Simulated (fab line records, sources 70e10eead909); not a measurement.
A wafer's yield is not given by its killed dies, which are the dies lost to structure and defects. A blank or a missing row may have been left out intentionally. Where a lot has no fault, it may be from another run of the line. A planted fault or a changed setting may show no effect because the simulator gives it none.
Matching of chambers | flow nand_harc | 4 sister chambers for NHARC_A_CONTACT_ETCH_51 on rie_diel-10
The step etches the open film in O2/COS, target depth 7000 nm, time 1820 s. 18 wafers are shown with their chamber, then 8 later ones without.

## WAFERS WITH THEIR CHAMBER
wafer  | chamber | drypump_motor_current_A (A) | showerhead_plenum_p_Torr (Torr) | oes_product_au (a.u.)
L662.1 | 1       | 5.67                        | 3.07                            | 1.001
L662.2 | 2       | 6.26                        | 3.09                            | 0.988
L662.6 | 1       | 5.68                        | 3.07                            | 0.997
L661.1 | 2       | 6.23                        | 3.09                            | 0.991
L661.3 | 0       | 6.17                        | 3.19                            | 1.011
L661.5 | 3       | 5.82                        | 3.04                            | 0.999
L664.3 | 2       | 6.26                        | 3.08                            | 0.995
L664.5 | 1       | 5.67                        | 3.06                            | 0.991
L664.6 | 2       | 6.25                        | 3.08                            | 0.992
L666.3 | 2       | 6.25                        | 3.08                            | 1.000
L666.5 | 2       | 6.26                        | 3.08                            | 0.997
L674.4 | 2       | 6.26                        | 3.07                            | 1.006
L674.5 | 3       | 5.84                        | 3.04                            | 0.997
L674.6 | 0       | 6.20                        | 3.18                            | 1.002
L677.3 | 1       | 5.72                        | 3.05                            | 0.991
L677.5 | 1       | 5.70                        | 3.05                            | 0.985
L677.6 | 2       | 6.27                        | 3.07                            | 1.007
L678.1 | 2       | 6.24                        | 3.07                            | 0.995

SIGNATURES (means of the wafers above)
reading                  | chamber 0 | chamber 1 | chamber 2 | chamber 3 | scatter within a chamber
drypump_motor_current_A  | 6.1850    | 5.6880    | 6.2533    | 5.8300    | 0.0163
showerhead_plenum_p_Torr | 3.1850    | 3.0600    | 3.0789    | 3.0400    | 0.00819
oes_product_au           | 1.00650   | 0.99300   | 0.99678   | 0.99800   | 0.00618
Rule: a wafer's distance from a chamber is the root of the sum, over the readings, of the square of ((its reading less the chamber's mean) divided by the reading's scatter). If the next closest chamber is less than 2 further off than the closest, the wafer can't be placed; otherwise it belongs to the closest. The scatter is the square root of a quotient: the sum, over the shown wafers, of each reading's squared deviation from its chamber's mean, divided by wafers minus chambers.

## WAFERS MISSING THEIR CHAMBER
wafer  | drypump_motor_current_A (A) | showerhead_plenum_p_Torr (Torr) | oes_product_au (a.u.)
L678.5 | 5.68                        | 3.05                            | 0.989
L678.6 | 6.16                        | 3.18                            | 0.989
L679.2 | 6.27                        | 3.07                            | 1.007
L679.4 | 6.18                        | 3.17                            | 1.003
L679.6 | 6.27                        | 3.07                            | 1.006
L680.3 | 6.15                        | 3.17                            | 0.994
L680.5 | 5.67                        | 3.05                            | 1.007
L680.6 | 6.17                        | 3.17                            | 1.013

## WHICH CHAMBER EACH WENT THROUGH
wafer  | from the rows above | in truth
L678.5 | 1                   | 1
L678.6 | 0                   | 0
L679.2 | 2                   | 2
L679.4 | 0                   | 0
L679.6 | 2                   | 2
L680.3 | 0                   | 0
L680.5 | 1                   | 1
L680.6 | 0                   | 0
Placed correctly: 8 of 8. Not placeable from these rows: 0. Number placed wrongly: 0.
